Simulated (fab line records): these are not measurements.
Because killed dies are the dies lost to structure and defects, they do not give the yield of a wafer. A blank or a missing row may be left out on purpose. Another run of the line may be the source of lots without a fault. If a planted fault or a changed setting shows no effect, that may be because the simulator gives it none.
fab line records -- flow n5Finfet
record: lots: 7, wafers: 21
route steps=1938 shown BEOL_M11@1562 BEOL_M13@1659 BEOL_M14@1763 BEOL_M15@1797
startH: hours from the record's opening day to when the first of the lot's shown wafers began -- waitH: hours from the lot's prior step to this one -- " repeats the value in the row above -- L1.1+2: a row that stands for several wafers -- - value missing, or start not given -- * or withheld: withheld -- < > ~ a bound
route shown NAME@n: NAME is a module with steps in the file, n the number in the route of the first one -- usual: mean/standard deviation taken from wafers without a fault -- same: alike in all rows -- chamber/n: place in a boat -- sites: each site's reading -- _std_site: standard deviation of those values -- _edge_site: the outer-site mean with the inner-site mean subtracted -- radiusMm: for every site, how far away it sits from the centre of the wafer -- mask NAME#n: copy n -- behind: the tool/chamber that last shaped the wafer -- hold: why the lot was held/for how many hours/how that ended -- device: the transistor (n, p or np) that didn't switch -- end of line: tests of these same wafers at the route's end -- a step without rows: its recipe alone -- killed: the dies lost at the first sort to structure and to defects; this is not the yield of the wafer -- map: dies across one wafer; x = killed, . = not, _ = none there
set.NAME: the setting as run; set.NAME@STEP: as run at that earlier step -- model.NAME: the simulator's own value behind a step, which no gauge read
one table per step and one row per wafer, for lots whose settings were changed on purpose
== steps ==
step: N5_BEOL_M11_COAT_22
recipe: resist: CAR-ArF, spinRpm: 1500, resistThkNm: 90
lot.wafer,tool,chamber,startH,waitH,set.spinRpm,model.CAR-ArF_of_BEOL_M11_COAT_22.thkNm
L075.1,lithoTrack-02,0,-,-,1500,89.8
L075.3+4,lithoTrack-02,0,-,-,1500,90
L078.2,lithoTrack-01,0,-,-,1451,91.6
L078.4+5,lithoTrack-01,0,-,-,1500,90.2
L077.2,lithoTrack-04,0,-,-,1500,90.2
L077.3,lithoTrack-04,0,-,-,1500,89.8
L077.4,lithoTrack-04,0,-,-,1500,90
L081.3,lithoTrack-01,0,-,-,1500,90.4
L081.4,lithoTrack-01,0,-,-,1500,90.2
L081.6,lithoTrack-01,0,-,-,1568,88.4
L079.3,lithoTrack-01,0,-,-,1500,90.4
L079.4+6,lithoTrack-01,0,-,-,1543,89.2
L082.2+5,lithoTrack-01,0,-,-,1500,90.2
L082.4,lithoTrack-01,0,-,-,1377,94.4
L088.3,lithoTrack-02,0,-,-,1548,89
L088.5,lithoTrack-02,0,-,-,1500,90.4
L088.6,lithoTrack-02,0,-,-,1500,90.6
step: N5_BEOL_M11_EBR_24
recipe: solvent: PGMEA, ebrWidthMm: 1.5
step: N5_BEOL_M11_SOFTBAKE_23
recipe: tempC: 110, timeS: 60, resist: CAR-ArF
step: N5_BEOL_M11_EXPOSE_25
recipe: maskId: V10, na: 1.35, sourceShape: annular, sigmaInner: 0.5, sigmaOuter: 0.8, polarization: unpolarized, doseMj: 85.5
step: N5_BEOL_M11_PEB_26
recipe: pebTempC: withheld, pebTimeS: 60, resist: CAR-ArF
step: N5_BEOL_M11_DEVELOP_27
recipe: developTimeS: 30, developer: TMAH, resist: CAR-ArF, rinseLiquid: diw, dry: airSpin, devTempC: 23
lot.wafer,tool,chamber,startH,waitH,set.spinRpm@BEOL_M11_COAT_22,model.CAR-ArF_of_BEOL_M11_COAT_22.thkNm
L075.1,lithoTrack-04,0,-,-,1500,88.2
L075.3+4,lithoTrack-04,0,-,-,1500,88.4
L078.2,lithoTrack-04,0,-,-,1451,89.8
L078.4+5,lithoTrack-04,0,-,-,1500,88.6
L077.2,lithoTrack-01,0,-,-,1500,88.4
L077.3,lithoTrack-01,0,-,-,1500,88
L077.4,lithoTrack-01,0,-,-,1500,88.2
L081.3+4,lithoTrack-02,0,-,-,1500,88.6
L081.6,lithoTrack-02,0,-,-,1568,86.6
L079.3,lithoTrack-01,0,-,-,1500,88.8
L079.4,lithoTrack-01,0,-,-,1543,87.4
L079.6,lithoTrack-01,0,-,-,1543,87.6
L082.2+5,lithoTrack-04,0,-,-,1500,88.4
L082.4,lithoTrack-04,0,-,-,1377,92.8
L088.3,lithoTrack-01,0,-,-,1548,87.2
L088.5,lithoTrack-01,0,-,-,1500,88.8
L088.6,lithoTrack-01,0,-,-,1500,89
step: N5_BEOL_M11_DESCUM_33
recipe: chemistry: O2, timeS: 7.9, sourcePowerW: 50, biasPowerW: 20, pressureMtorr: 20, rfFrequencyHz: 2.712e+07, tempC: 40, resist: CAR-ArF, o2FlowSccm: 225
lot.wafer,tool,chamber,startH,waitH,set.spinRpm@BEOL_M11_COAT_22,model.CAR-ArF_of_BEOL_M11_COAT_22.thkNm
L075.1+3+4,rieDiel-06,"0,2,1",244.63,0.1,1500,83.4
L078.2,rieDiel-05,3,297.57,0.3,1451,85
L078.4,rieDiel-05,0,297.57,0.3,1500,83.8
L078.5,rieDiel-05,1,297.57,0.3,1500,83.6
L077.2,rieDiel-06,3,298.04,0.6,1500,83.8
L077.3,rieDiel-06,2,298.04,0.6,1500,83.2
L077.4,rieDiel-06,1,298.04,0.6,1500,83.4
L081.3,rieDiel-06,1,311.99,0.6,1500,83.8
L081.4,rieDiel-06,0,311.99,0.6,1500,83.6
L081.6,rieDiel-06,2,311.99,0.6,1568,81.8
L079.3,rieDiel-06,1,320.95,0.0,1500,83.8
L079.4,rieDiel-06,2,320.95,0.0,1543,82.6
L079.6,rieDiel-06,3,320.95,0.0,1543,82.8
L082.2,rieDiel-05,2,323.26,0.6,1500,83.8
L082.4,rieDiel-05,3,323.26,0.6,1377,87.8
L082.5,rieDiel-05,0,323.26,0.6,1500,83.6
L088.3,rieDiel-01,1,344.88,0.0,1548,82.4
L088.5,rieDiel-01,0,344.88,0.0,1500,83.8
L088.6,rieDiel-01,3,344.88,0.0,1500,84
step: N5_BEOL_M13_ILD_DEP_00
recipe: material: SiOC, targetThkA: 8379.2, tempC: 350, precursor: DEMS/O2, pressureTorr: 5, rfW: 500, timeS: 166.4
lot.wafer,tool,chamber,startH,waitH,set.timeS,model.SiOC_of_BEOL_M13_ILD_DEP_00.thkNm
L075.1,pecvd-02,0,254.67,0.0,166.4,837.6
L075.3,pecvd-02,1,254.67,0.0,166.4,856.2
L075.4,pecvd-02,0,254.67,0.0,148.9,768.6
L078.2,pecvd-04,1,305.17,0.0,166.4,834.8
L078.4,pecvd-04,1,305.17,0.0,166.4,826.2
L078.5,pecvd-04,2,305.17,0.0,166.4,846.2
L077.2,pecvd-03,2,305.75,0.0,166.4,845.8
L077.3,pecvd-03,1,305.75,0.0,166.4,844.8
L077.4,pecvd-03,2,305.75,0.0,166.4,858.2
L081.3,pecvd-04,1,320.71,0.0,180.2,907.4
L081.4,pecvd-04,2,320.71,0.0,166.4,846.8
L081.6,pecvd-04,1,320.71,0.0,166.4,840.4
L079.3,pecvd-03,0,330.25,0.0,145,728.4
L079.4,pecvd-03,0,330.25,0.0,145,733.2
L079.6,pecvd-03,1,330.25,0.0,145,738.2
L082.2,pecvd-04,0,336.98,0.0,166.4,845.4
L082.4,pecvd-04,1,336.98,0.0,166.4,849.2
L082.5,pecvd-04,2,336.98,0.0,166.4,854.6
L088.3,pecvd-04,2,355.10,0.0,179,886.4
L088.5,pecvd-04,2,355.10,0.0,166.4,850.2
L088.6,pecvd-04,1,355.10,0.0,166.4,843.4
step: N5_BEOL_M13_THK_MEAS_01
recipe: reads: SiOC_of_BEOL_M13_ILD_DEP_00
usual: M13_ILD_THK: 845/11
lot.wafer,tool,chamber,startH,waitH,set.timeS@BEOL_M13_ILD_DEP_00,M13_ILD_THK[nm]
L075.1,filmMetro-01,-,254.82,0.1,166.4,838
L075.3,filmMetro-01,-,254.82,0.1,166.4,856
L075.4,filmMetro-01,-,254.82,0.1,148.9,768
L078.2,filmMetro-01,-,305.32,0.1,166.4,835
L078.4,filmMetro-01,-,305.32,0.1,166.4,826
L078.5,filmMetro-01,-,305.32,0.1,166.4,846
L077.2,filmMetro-01,-,305.90,0.1,166.4,846
L077.3,filmMetro-01,-,305.90,0.1,166.4,845
L077.4,filmMetro-01,-,305.90,0.1,166.4,857
L081.3,filmMetro-02,-,320.86,0.1,180.2,908
L081.4,filmMetro-02,-,320.86,0.1,166.4,847
L081.6,filmMetro-02,-,320.86,0.1,166.4,840
L079.3,filmMetro-01,-,330.40,0.1,145,729
L079.4,filmMetro-01,-,330.40,0.1,145,733
L079.6,filmMetro-01,-,330.40,0.1,145,738
L082.2,filmMetro-01,-,337.13,0.1,166.4,846
L082.4,filmMetro-01,-,337.13,0.1,166.4,850
L082.5,filmMetro-01,-,337.13,0.1,166.4,855
L088.3,filmMetro-02,-,355.25,0.1,179,886
L088.5,filmMetro-02,-,355.25,0.1,166.4,851
L088.6,filmMetro-02,-,355.25,0.1,166.4,843
step: N5_BEOL_M13_COAT_04
recipe: spinRpm: 1625, resistThkNm: 400
lot.wafer,tool,chamber,startH,waitH,set.spinRpm,model.coat_of_BEOL_M13_COAT_04.thkNm
L075.1,lithoTrack-02,0,-,-,1625,400.8
L075.3,lithoTrack-02,0,-,-,1502,417
L075.4,lithoTrack-02,0,-,-,1502,416.8
L078.2,lithoTrack-02,0,-,-,1625,400.8
L078.4,lithoTrack-02,0,-,-,1625,399.4
L078.5,lithoTrack-02,0,-,-,1625,399.6
L077.2,lithoTrack-04,0,-,-,1625,400.4
L077.3,lithoTrack-04,0,-,-,1625,401.8
L077.4,lithoTrack-04,0,-,-,1625,399.8
L081.3+4,lithoTrack-03,0,-,-,1688,392.8
L081.6,lithoTrack-03,0,-,-,1625,400
L079.3,lithoTrack-02,0,-,-,1759,384.6
L079.4,lithoTrack-02,0,-,-,1625,400.2
L079.6,lithoTrack-02,0,-,-,1759,384.8
L082.2,lithoTrack-03,0,-,-,1625,400.8
L082.4,lithoTrack-03,0,-,-,1625,400
L082.5,lithoTrack-03,0,-,-,1625,401.8
L088.3,lithoTrack-04,0,-,-,1625,400
L088.5,lithoTrack-04,0,-,-,1800,381.2
L088.6,lithoTrack-04,0,-,-,1625,400.4
step: N5_BEOL_M13_EBR_06
recipe: solvent: PGMEA, ebrWidthMm: 1.5
step: N5_BEOL_M13_SOFTBAKE_05
recipe: tempC: 130, timeS: 60
step: N5_BEOL_M13_DESCUM_15
recipe: chemistry: O2, timeS: 7.9, sourcePowerW: 50, biasPowerW: 20, pressureMtorr: 20, rfFrequencyHz: 2.712e+07, tempC: 40, o2FlowSccm: 225
step: N5_BEOL_M13_ETCH_59
recipe: chemistry: N2/H2, target: BARC, targetDepthA: 890, overetchA: 267, timeS: 67.9, ionEnergyEv: 200, pressureMtorr: 30, sourceW: 840, biasW: 150, n2FlowSccm: 200, h2FlowSccm: 200
step: N5_BEOL_M13_VIA_ETCH_16
recipe: chemistry: C4F8/O2/Ar, target: SiOC, pressureMtorr: 30, sourceW: 3000, biasW: 700, Ar_flow_sccm: 400, C4F8_flow_sccm: 15, O2_flow_sccm: 8, heInnerTorr: 15, heOuterTorr: 30, targetDepthA: 9217, timeS: withheld, ionEnergyEv: 250, ends: cleared
lot.wafer,tool,chamber,startH,waitH,set.timeS@BEOL_M13_ILD_DEP_00,model.etch.depthNm
L075.1,rieDiel-06,1,255.56,0.0,*,837.7
L075.3,rieDiel-06,2,255.56,0.0,*,856.3
L075.4,rieDiel-06,0,255.56,0.0,*,768.5
L078.2,rieDiel-05,0,305.80,0.0,*,834.8
L078.4,rieDiel-05,1,305.80,0.0,*,826.2
L078.5,rieDiel-05,3,305.80,0.0,*,846.2
L077.2,rieDiel-01,0,306.52,0.0,*,845.8
L077.3,rieDiel-01,3,306.52,0.0,*,844.9
L077.4,rieDiel-01,1,306.52,0.0,*,858.1
L081.3,rieDiel-06,2,321.50,0.0,*,907.4
L081.4,rieDiel-06,1,321.50,0.0,*,846.9
L081.6,rieDiel-06,1,321.50,0.0,*,840.4
L079.3,rieDiel-06,3,330.90,0.0,*,728.5
L079.4,rieDiel-06,0,330.90,0.0,*,733.2
L079.6,rieDiel-06,3,330.90,0.0,*,738.1
L082.2,rieDiel-01,1,337.73,0.0,*,845.4
L082.4,rieDiel-01,1,337.73,0.0,*,849.3
L082.5,rieDiel-01,0,337.73,0.0,*,854.7
L088.3,rieDiel-05,1,355.85,0.0,*,886.4
L088.5,rieDiel-05,2,355.85,0.0,*,850.2
L088.6,rieDiel-05,1,355.85,0.0,*,843.3
step: N5_BEOL_M13_STRIP_63
recipe: chemistry: N2/H2, powerW: 1000, tempC: 250, h2Frac: 0.65, overashFraction: 0.3, pressureMtorr: 1000, n2FlowSccm: 1750, h2FlowSccm: 3250
step: N5_BEOL_M13_STRIP_64
recipe: chemistry: N2/H2, powerW: 1000, tempC: 250, h2Frac: 0.65, overashFraction: 0.3, pressureMtorr: withheld, n2FlowSccm: 1750, h2FlowSccm: 3250
step: N5_BEOL_M13_STRIP_37
recipe: chemistry: N2/H2, powerW: 1000, tempC: 250, h2Frac: 0.65, overashFraction: 0.3, pressureMtorr: withheld, n2FlowSccm: 1750, h2FlowSccm: 3250
step: N5_BEOL_M13_ETCH_38
recipe: chemistry: CF4/N2, target: SiCN, targetDepthA: 675, taperDeg: 2, timeS: 71.9, ionEnergyEv: 150, maskMaterial: SiO2, pressureMtorr: 40, sourceW: 430, biasW: 70, Ar_flow_sccm: 100, cf4FlowSccm: 60, n2FlowSccm: 60
lot.wafer,tool,chamber,startH,waitH,set.timeS@BEOL_M13_ILD_DEP_00,model.SiOC_of_BEOL_M13_ILD_DEP_00.thkNm
L075.1,rieDiel-05,3,261.32,-,166.4,787.2
L075.3,rieDiel-05,1,261.32,-,166.4,808.6
L075.4,rieDiel-05,0,261.32,-,148.9,722.2
L078.2,rieDiel-05,1,307.47,-,166.4,787
L078.4,rieDiel-05,2,307.47,-,166.4,779.6
L078.5,rieDiel-05,1,307.47,-,166.4,798.4
L077.2,rieDiel-01,1,308.64,-,166.4,797
L077.3,rieDiel-01,0,308.64,-,166.4,795.4
L077.4,rieDiel-01,3,308.64,-,166.4,807.2
L081.3,rieDiel-01,1,325.23,-,180.2,859.6
L081.4,rieDiel-01,0,325.23,-,166.4,799.2
L081.6,rieDiel-01,1,325.23,-,166.4,793
L079.3,rieDiel-01,3,336.12,-,145,678.8
L079.4,rieDiel-01,1,336.12,-,145,684.8
L079.6,rieDiel-01,0,336.12,-,145,689.8
L082.2,rieDiel-01,1,340.08,-,166.4,797.4
L082.4,rieDiel-01,1,340.08,-,166.4,801.2
L082.5,rieDiel-01,0,340.08,-,166.4,806.4
L088.3,rieDiel-05,1,361.44,-,179,838.6
L088.5,rieDiel-05,2,361.44,-,166.4,804
L088.6,rieDiel-05,1,361.44,-,166.4,795.6
step: N5_BEOL_M13_SPUTTER_43
recipe: material: TaN, targetThkA: 150, tempC: 50, biasV: 168.6, powerW: 15000, chamberPressurePa: 0.12, timeS: 24.19
lot.wafer,tool,chamber,startH,waitH,set.timeS,model.TaN_of_BEOL_M13_SPUTTER_43.thkNm
L075.1+4,pvdSputter-03,-,262.66,0.0,24.19,14.8
L075.3,pvdSputter-03,-,262.66,0.0,27.51,16.6
L078.2+4,pvdSputter-03,-,307.74,0.0,24.19,14.6
L078.5,pvdSputter-03,-,307.74,0.0,26.06,15.8
L077.2,pvdSputter-03,-,309.08,0.0,24.19,15
L077.3+4,pvdSputter-03,-,309.08,0.0,24.19,14.8
L081.3,pvdSputter-03,-,325.72,0.0,21.46,13.2
L081.4,pvdSputter-03,-,325.72,0.0,24.19,14.8
L081.6,pvdSputter-03,-,325.72,0.0,21.46,13
L079.3,pvdSputter-01,-,336.79,0.0,27.36,16.8
L079.4,pvdSputter-01,-,336.79,0.0,24.19,15
L079.6,pvdSputter-01,-,336.79,0.0,24.19,14.8
L082.2+5,pvdSputter-03,-,340.96,0.0,26.4,16.4
L082.4,pvdSputter-03,-,340.96,0.0,24.19,14.8
L088.3,pvdSputter-02,-,362.40,0.0,27.17,16.4
L088.5,pvdSputter-02,-,362.40,0.0,24.19,14.8
L088.6,pvdSputter-02,-,362.40,0.0,27.17,16.8
step: N5_BEOL_M13_CMP_49
recipe: stopOn: SiOC, tOverpolishS: 17.1, downForcePsi: 1, platenRpm: 50, clearingPlatenDownForcePsi: 1.5, clearingPlatenRpm: 50, postCmpClean: cuAlkaline, targetThkNm: 420, clearingPlatenPadVelocityMS: 0.99484, padVelocityMS: 0.99484
lot.wafer,tool,chamber,startH,waitH,set.downForcePsi,set.timeS@BEOL_M13_ILD_DEP_00,model.SiOC_of_BEOL_M13_ILD_DEP_00.thkNm
L075.4,cmp-03,1,263.40,0.1,1,148.9,712.2
L075.1,cmp-03,3,263.40,0.1,0.8823,166.4,778.4
L075.3,cmp-03,0,263.40,0.1,1,166.4,798.6
L078.4,cmp-04,1,308.55,0.2,1,166.4,769.6
L078.2,cmp-04,2,308.55,0.2,1,166.4,777
L078.5,cmp-04,1,308.55,0.2,1,166.4,788.4
L077.2,cmp-04,0,309.88,0.3,1,166.4,787
L077.4,cmp-04,1,309.88,0.3,1,166.4,797.2
L077.3,cmp-04,2,309.88,0.3,1,166.4,785.4
L081.3,cmp-03,1,326.50,0.2,1,180.2,849.6
L081.4,cmp-03,2,326.50,0.2,1,166.4,789.2
L081.6,cmp-03,0,326.50,0.2,1,166.4,783
L079.3,cmp-04,3,337.57,0.2,1,145,668.8
L079.4,cmp-04,0,337.57,0.2,1,145,674.8
L079.6,cmp-04,2,337.57,0.2,1.143,145,678.4
L082.4,cmp-02,2,341.98,0.2,0.8791,166.4,792.4
L082.2,cmp-02,3,341.98,0.2,1,166.4,787.6
L082.5,cmp-02,3,341.98,0.2,0.8791,166.4,797.6
L088.3,cmp-03,0,363.21,0.2,1,179,828.6
L088.6,cmp-03,2,363.21,0.2,1,166.4,785.6
L088.5,cmp-03,3,363.21,0.2,1,166.4,794
step: N5_BEOL_M14_SPUTTER_44
recipe: material: Ta, targetThkA: 150, tempC: 50, biasV: 80, powerW: 15000, chamberPressurePa: 0.07, timeS: 24.19
lot.wafer,tool,chamber,startH,waitH,set.timeS,model.Ta_of_BEOL_M14_SPUTTER_44.thkNm
L075.1,pvdSputter-02,-,267.83,0.0,24.19,14.8
L075.3,pvdSputter-02,-,267.83,0.0,24.19,15
L075.4,pvdSputter-02,-,267.83,0.0,22.54,13.8
L078.2,pvdSputter-02,-,312.24,0.0,27.69,17
L078.4,pvdSputter-02,-,312.24,0.0,24.19,15
L078.5,pvdSputter-02,-,312.24,0.0,24.19,14.6
L077.2,pvdSputter-03,-,314.02,0.0,24.19,15.2
L077.3,pvdSputter-03,-,314.02,0.0,24.19,15
L077.4,pvdSputter-03,-,314.02,0.0,24.19,14.8
L081.3,pvdSputter-02,-,331.76,0.0,27.57,17
L081.4,pvdSputter-02,-,331.76,0.0,24.19,15.2
L081.6,pvdSputter-02,-,331.76,0.0,24.19,14.8
L079.3,pvdSputter-03,-,341.74,0.0,24.19,14.8
L079.4,pvdSputter-03,-,341.74,0.0,21.58,13.4
L079.6,pvdSputter-03,-,341.74,0.0,21.58,13.2
L082.2,pvdSputter-01,-,348.49,0.0,25.52,16.2
L082.4,pvdSputter-01,-,348.49,0.0,25.52,16.4
L082.5,pvdSputter-01,-,348.49,0.0,24.19,15.4
L088.3+5,pvdSputter-03,-,368.71,0.0,24.19,14.8
L088.6,pvdSputter-03,-,368.71,0.0,24.19,15
step: N5_BEOL_M14_DEP_53
recipe: material: SiCN, targetThkA: 500, tempC: withheld, precursor: 3MS/NH3, pressureTorr: 3, rfW: 675, timeS: 17.8
lot.wafer,tool,chamber,startH,waitH,set.timeS,model.SiCN_of_BEOL_M14_DEP_53.thkNm
L075.1,pecvd-01,2,268.93,0.0,17.8,49.8
L075.3,pecvd-01,0,268.93,0.0,17.8,50.6
L075.4,pecvd-01,0,268.93,0.0,17.8,50
L078.2,pecvd-03,2,313.28,0.0,17.8,49.6
L078.4,pecvd-03,0,313.28,0.0,17.8,50.6
L078.5,pecvd-03,2,313.28,0.0,17.8,50.4
L077.2,pecvd-04,2,315.07,0.0,17.8,49.2
L077.3,pecvd-04,1,315.07,0.0,17.8,48.6
L077.4,pecvd-04,1,315.07,0.0,17.8,49.4
L081.3,pecvd-01,2,332.81,0.0,17.8,49.8
L081.4,pecvd-01,1,332.81,0.0,17.8,50.4
L081.6,pecvd-01,0,332.81,0.0,17.8,50.6
L079.3,pecvd-04,2,342.78,0.0,17.8,48.6
L079.4,pecvd-04,1,342.78,0.0,17.8,48.8
L079.6,pecvd-04,2,342.78,0.0,16.3,46
L082.2,pecvd-03,1,349.88,0.0,17.8,49.6
L082.4,pecvd-03,1,349.88,0.0,19.61,55.4
L082.5,pecvd-03,2,349.88,0.0,19.61,56.2
L088.3,pecvd-04,0,369.79,0.0,17.8,50
L088.5,pecvd-04,0,369.79,0.0,15.78,44.4
L088.6,pecvd-04,2,369.79,0.0,15.78,45.2
step: N5_BEOL_M15_COAT_22
recipe: spinRpm: 1704, resistThkNm: 800
lot.wafer,tool,chamber,startH,waitH,set.spinRpm,model.coat_of_BEOL_M15_COAT_22.thkNm
L075.1,lithoTrack-03,0,-,-,1588,828.8
L075.3,lithoTrack-03,0,-,-,1588,828.6
L075.4,lithoTrack-03,0,-,-,1588,829.2
L078.2,lithoTrack-05,0,-,-,1704,801.2
L078.4,lithoTrack-05,0,-,-,1704,803
L078.5,lithoTrack-05,0,-,-,1704,802
L077.2,lithoTrack-05,0,-,-,1704,800.4
L077.3,lithoTrack-05,0,-,-,1704,801.8
L077.4,lithoTrack-05,0,-,-,1704,802
L081.3,lithoTrack-05,0,-,-,1704,801.6
L081.4,lithoTrack-05,0,-,-,1704,800.2
L081.6,lithoTrack-05,0,-,-,1704,802.8
L079.3,lithoTrack-02,0,-,-,1814,775.8
L079.4,lithoTrack-02,0,-,-,1704,800.8
L079.6,lithoTrack-02,0,-,-,1814,774.8
L082.2+4,lithoTrack-02,0,-,-,1704,801.4
L082.5,lithoTrack-02,0,-,-,1704,801.6
L088.3,lithoTrack-05,0,-,-,1625,820.4
L088.5,lithoTrack-05,0,-,-,1704,798.6
L088.6,lithoTrack-05,0,-,-,1704,799.2
step: N5_BEOL_M15_DEVELOP_27
recipe: developTimeS: 45, rinseLiquid: diw, dry: airSpin, devTempC: 21
lot.wafer,tool,chamber,startH,waitH,set.developTimeS
L075.1+4,lithoTrack-05,0,-,-,45
L075.3,lithoTrack-05,0,-,-,54.63
L078.2+5,lithoTrack-02,0,-,-,51.71
L078.4,lithoTrack-02,0,-,-,45
L077.2+3+4,lithoTrack-02,0,-,-,45
L081.3+4+6,lithoTrack-03,0,-,-,45
L079.3,lithoTrack-03,0,-,-,45
L079.4+6,lithoTrack-03,0,-,-,35.51
L082.2+4,lithoTrack-05,0,-,-,55.1
L082.5,lithoTrack-05,0,-,-,45
L088.3+6,lithoTrack-02,0,-,-,45
L088.5,lithoTrack-02,0,-,-,50.5
step: N5_BEOL_M15_HARDBAKE_32
recipe: tempC: 130, timeS: 120
step: N5_BEOL_M15_DESCUM_33
recipe: chemistry: O2, timeS: 7.9, sourcePowerW: 50, biasPowerW: 20, pressureMtorr: 20, rfFrequencyHz: 2.712e+07, tempC: 40, o2FlowSccm: 225
step: N5_BEOL_M15_ETCH_61
recipe: chemistry: N2/H2, target: BARC, targetDepthA: 890, overetchA: 267, timeS: 67.9, ionEnergyEv: 200, pressureMtorr: 30, sourceW: 840, biasW: 150, n2FlowSccm: 200, h2FlowSccm: 200
lot.wafer,tool,chamber,startH,waitH,set.spinRpm@BEOL_M15_COAT_22,model.coat_of_BEOL_M15_COAT_22.thkNm
L075.1,rieDiel-06,0,271.61,0.0,1588,747.8
L075.3,rieDiel-06,2,271.61,0.0,1588,745.6
L075.4,rieDiel-06,3,271.61,0.0,1588,748.6
L078.2,rieDiel-01,2,315.59,0.0,1704,718
L078.4,rieDiel-01,1,315.59,0.0,1704,721.4
L078.5,rieDiel-01,2,315.59,0.0,1704,718.2
L077.2,rieDiel-05,0,317.73,0.0,1704,720
L077.3,rieDiel-05,1,317.73,0.0,1704,721.2
L077.4,rieDiel-05,3,317.73,0.0,1704,716.8
L081.3,rieDiel-01,0,335.21,0.0,1704,719
L081.4,rieDiel-01,1,335.21,0.0,1704,719.2
L081.6,rieDiel-01,3,335.21,0.0,1704,718.2
L079.3+6,rieDiel-06,2,345.11,0.0,1814,693.2
L079.4,rieDiel-06,0,345.11,0.0,1704,720.2
L082.2,rieDiel-06,3,352.30,0.0,1704,720.8
L082.4,rieDiel-06,0,352.30,0.0,1704,719.2
L082.5,rieDiel-06,3,352.30,0.0,1704,721.4
L088.3,rieDiel-05,1,372.33,0.0,1625,740
L088.5,rieDiel-05,3,372.33,0.0,1704,713
L088.6,rieDiel-05,0,372.33,0.0,1704,718.2
step: N5_BEOL_M15_TRENCH_ETCH_34
recipe: chemistry: C4F8/O2/Ar, target: SiO2, targetDepthA: 8729.3, heInnerTorr: 15, heOuterTorr: 30, timeS: 199, ionEnergyEv: 800, pressureMtorr: 20, sourceW: 1905, biasW: 2040, Ar_flow_sccm: 400, C4F8_flow_sccm: 16, O2_flow_sccm: 12
lot.wafer,tool,chamber,startH,waitH,set.spinRpm@BEOL_M15_COAT_22,model.coat_of_BEOL_M15_COAT_22.thkNm
L075.1,rieDiel-06,0,271.66,0.0,1588,575.2
L075.3,rieDiel-06,2,271.66,0.0,1588,572.6
L075.4,rieDiel-06,3,271.66,0.0,1588,581.8
L078.2,rieDiel-01,2,315.64,0.0,1704,548
L078.4,rieDiel-01,1,315.64,0.0,1704,552.6
L078.5,rieDiel-01,2,315.64,0.0,1704,548.2
L077.2,rieDiel-05,0,317.78,0.0,1704,551.6
L077.3,rieDiel-05,1,317.78,0.0,1704,554
L077.4,rieDiel-05,3,317.78,0.0,1704,544.6
L081.3,rieDiel-01,0,335.26,0.0,1704,546.4
L081.4,rieDiel-01,1,335.26,0.0,1704,548.4
L081.6,rieDiel-01,3,335.26,0.0,1704,544.6
L079.3,rieDiel-06,2,345.16,0.0,1814,518.6
L079.4,rieDiel-06,0,345.16,0.0,1704,547.6
L079.6,rieDiel-06,2,345.16,0.0,1814,519
L082.2,rieDiel-06,3,352.35,0.0,1704,552.2
L082.4,rieDiel-06,0,352.35,0.0,1704,548
L082.5,rieDiel-06,3,352.35,0.0,1704,552.4
L088.3,rieDiel-05,1,372.38,0.0,1625,569.8
L088.5,rieDiel-05,3,372.38,0.0,1704,537
L088.6,rieDiel-05,0,372.38,0.0,1704,546
== key ==
split: step: N5_BEOL_M11_COAT_22, setting: spinRpm, stated: 1500, by: wafer
response: step: N5_BEOL_M11_COAT_22, reading: model.CAR-ArF_of_BEOL_M11_COAT_22.thkNm, change: -0.478, per: 1%, r: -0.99
response: step: N5_BEOL_M11_DEVELOP_27, reading: model.CAR-ArF_of_BEOL_M11_COAT_22.thkNm, change: -0.498, per: 1%, r: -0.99
response: step: N5_BEOL_M11_DESCUM_33, reading: model.CAR-ArF_of_BEOL_M11_COAT_22.thkNm, change: -0.466, per: 1%, r: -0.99
split: step: N5_BEOL_M13_ILD_DEP_00, setting: timeS, stated: 166.4, by: wafer
response: step: N5_BEOL_M13_ILD_DEP_00, reading: model.SiOC_of_BEOL_M13_ILD_DEP_00.thkNm, change: +6.98, per: 1%, r: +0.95
response: step: N5_BEOL_M13_THK_MEAS_01, reading: M13_ILD_THK, change: +7.02, per: 1%, r: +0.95
response: step: N5_BEOL_M13_VIA_ETCH_16, reading: model.etch.depthNm, change: +6.99, per: 1%, r: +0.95
response: step: N5_BEOL_M13_ETCH_38, reading: model.SiOC_of_BEOL_M13_ILD_DEP_00.thkNm, change: +6.83, per: 1%, r: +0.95
response: step: N5_BEOL_M13_CMP_49, reading: model.SiOC_of_BEOL_M13_ILD_DEP_00.thkNm, change: +6.86, per: 1%, r: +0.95
split: step: N5_BEOL_M13_COAT_04, setting: spinRpm, stated: 1625, by: wafer
response: step: N5_BEOL_M13_COAT_04, reading: model.coat_of_BEOL_M13_COAT_04.thkNm, change: -1.88, per: 1%, r: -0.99
split: step: N5_BEOL_M13_SPUTTER_43, setting: timeS, stated: 24.19, by: wafer
response: step: N5_BEOL_M13_SPUTTER_43, reading: model.TaN_of_BEOL_M13_SPUTTER_43.thkNm, change: +0.147, per: 1%, r: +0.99
split: step: N5_BEOL_M13_CMP_49, setting: downForcePsi, stated: 1, by: wafer
response none clear
split: step: N5_BEOL_M14_SPUTTER_44, setting: timeS, stated: 24.19, by: wafer
response: step: N5_BEOL_M14_SPUTTER_44, reading: model.Ta_of_BEOL_M14_SPUTTER_44.thkNm, change: +0.148, per: 1%, r: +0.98
split: step: N5_BEOL_M14_DEP_53, setting: timeS, stated: 17.8, by: wafer
response: step: N5_BEOL_M14_DEP_53, reading: model.SiCN_of_BEOL_M14_DEP_53.thkNm, change: +0.478, per: 1%, r: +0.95
split: step: N5_BEOL_M15_COAT_22, setting: spinRpm, stated: 1704, by: wafer
response: step: N5_BEOL_M15_COAT_22, reading: model.coat_of_BEOL_M15_COAT_22.thkNm, change: -4.18, per: 1%, r: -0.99
response: step: N5_BEOL_M15_ETCH_61, reading: model.coat_of_BEOL_M15_COAT_22.thkNm, change: -4.55, per: 1%, r: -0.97
response: step: N5_BEOL_M15_TRENCH_ETCH_34, reading: model.coat_of_BEOL_M15_COAT_22.thkNm, change: -5.02, per: 1%, r: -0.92
split: step: N5_BEOL_M15_DEVELOP_27, setting: developTimeS, stated: 45, by: wafer
response none clear
